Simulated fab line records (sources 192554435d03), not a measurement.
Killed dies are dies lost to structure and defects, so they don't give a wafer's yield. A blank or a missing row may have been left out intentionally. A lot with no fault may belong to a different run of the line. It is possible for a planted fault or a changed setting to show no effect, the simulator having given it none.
Split-lot experiment -- flow n5_finfet -- 7 lots, 39 wafers read, on a route of 1938 steps

== SPLIT DETAILS ==
At N5_HKMG_FIN_EXPOSE_46 (exposes mask NDIPOLE), the setting dose_mj was moved away from the recipe's 40 on 15 of the 39 wafers read, by -2.9% to +7.7%. The other wafers ran this setting at the recipe's value.

== FROM THE SPLIT TO THE READING: what the file shows between them, 2 steps ==
- N5_HKMG_FIN_PEB_47: peb time 60 s
- N5_HKMG_FIN_DEVELOP_48: develop time 30 s

== THE READING ==
At N5_HKMG_FIN_CD_MEAS_49: cd_nm in nanometres, against a target cd of 202 nm. A value of 202.0 nm with a standard deviation of 0.61 nm is what fault-free wafers of this fab line usually give.

wafer,"tool, chamber at the split",dose_mj as run,against the recipe,"cd_nm, nm",against lot-mates on the recipe
L079.1,"arfi_scanner-01, 0",40,recipe,203.0,-
L079.2,"arfi_scanner-01, 0",40,recipe,202.2,-
L079.5,"arfi_scanner-01, 0",40,recipe,201.7,-
L080.1,"arfi_scanner-03, 0",40,recipe,202.8,-
L080.2,"arfi_scanner-03, 0",40,recipe,202.6,-
L080.3,"arfi_scanner-03, 0",40,recipe,202.0,-
L080.4,"arfi_scanner-03, 0",40,recipe,202.6,-
L080.5,"arfi_scanner-03, 0",40,recipe,202.3,-
L080.6,"arfi_scanner-03, 0",40,recipe,202.2,-
L081.1,"arfi_scanner-02, 0",40,recipe,201.5,-
L081.2,"arfi_scanner-02, 0",40,recipe,201.7,-
L081.3,"arfi_scanner-02, 0",41.16,+2.9%,203.7,+2.3
L081.4,"arfi_scanner-02, 0",41.16,+2.9%,203.1,+1.7
L081.5,"arfi_scanner-02, 0",40,recipe,200.9,-
L081.6,"arfi_scanner-02, 0",41.16,+2.9%,203.4,+2.0
L084.1,"arfi_scanner-01, 0",42.16,+5.4%,205.0,+3.5
L084.2,"arfi_scanner-01, 0",40,recipe,200.7,-
L084.3,"arfi_scanner-01, 0",40,recipe,201.3,-
L084.4,"arfi_scanner-01, 0",42.16,+5.4%,205.0,+3.5
L084.5,"arfi_scanner-01, 0",42.16,+5.4%,204.9,+3.4
L084.6,"arfi_scanner-01, 0",40,recipe,202.5,-
L089.1,"arfi_scanner-03, 0",40,recipe,203.6,-
L089.2,"arfi_scanner-03, 0",38.85,-2.9%,201.5,-1.8
L089.3,"arfi_scanner-03, 0",40,recipe,202.5,-
L089.4,"arfi_scanner-03, 0",38.85,-2.9%,201.1,-2.2
L089.5,"arfi_scanner-03, 0",38.85,-2.9%,201.0,-2.3
L089.6,"arfi_scanner-03, 0",40,recipe,203.9,-
L090.1,"arfi_scanner-03, 0",39.06,-2.3%,200.7,-2.0
L090.2,"arfi_scanner-03, 0",40,recipe,203.2,-
L090.3,"arfi_scanner-03, 0",39.06,-2.3%,201.5,-1.2
L090.4,"arfi_scanner-03, 0",40,recipe,202.4,-
L090.5,"arfi_scanner-03, 0",39.06,-2.3%,200.5,-2.2
L090.6,"arfi_scanner-03, 0",40,recipe,202.5,-
L092.1,"arfi_scanner-02, 0",43.07,+7.7%,206.5,+4.8
L092.2,"arfi_scanner-02, 0",40,recipe,201.5,-
L092.3,"arfi_scanner-02, 0",40,recipe,202.2,-
L092.4,"arfi_scanner-02, 0",43.07,+7.7%,206.1,+4.4
L092.5,"arfi_scanner-02, 0",43.07,+7.7%,206.5,+4.8
L092.6,"arfi_scanner-02, 0",40,recipe,201.4,-

FIT RESULTS
A straight line over all 39 wafers: cd_nm changes by +0.507 nm for each +1% of dose_mj; r = +0.91; the points scatter about the line by 0.67 nm.
The same after taking each lot's own level away (the mean of its wafers on the recipe; 39 wafers): +0.648 nm for each +1%; r = +0.97; scatter 0.43 nm.
According to that fit, moving dose_mj by its largest amount changes the reading by 5 nm.
Measured against the standard deviation above, the lots' own levels, which go from 201.37 to 203.33 nm, span 3.2 times it.
So the lot-to-lot level changes the slope: the two fits differ.
Check: with one of the wafers moved furthest among these (+7.7%) left out of the fit, the line predicts +4.94 nm for it against its lot-mates. Against them it came out at +4.8 nm.

== OTHER SPLITS APPLIED TO THESE WAFERS ==
These wafers also went through other splits before the reading. Each is held against what the fit with the lots' levels taken away leaves over:
other split on the same wafers,wafers away from the commonest value,r with cd_nm (lot level and that fit taken away)
N5_DUMMY_GATE_EXPOSE_12 dose_mj,15,-0.17
N5_DUMMY_GATE_ETCH_37 source_w,12,-0.03
N5_DUMMY_GATE_ETCH_32 time_s,15,+0.05

== FILE'S OWN FIT ==
cd_nm changes by +0.638 nm for each +1% of dose_mj, r = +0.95.
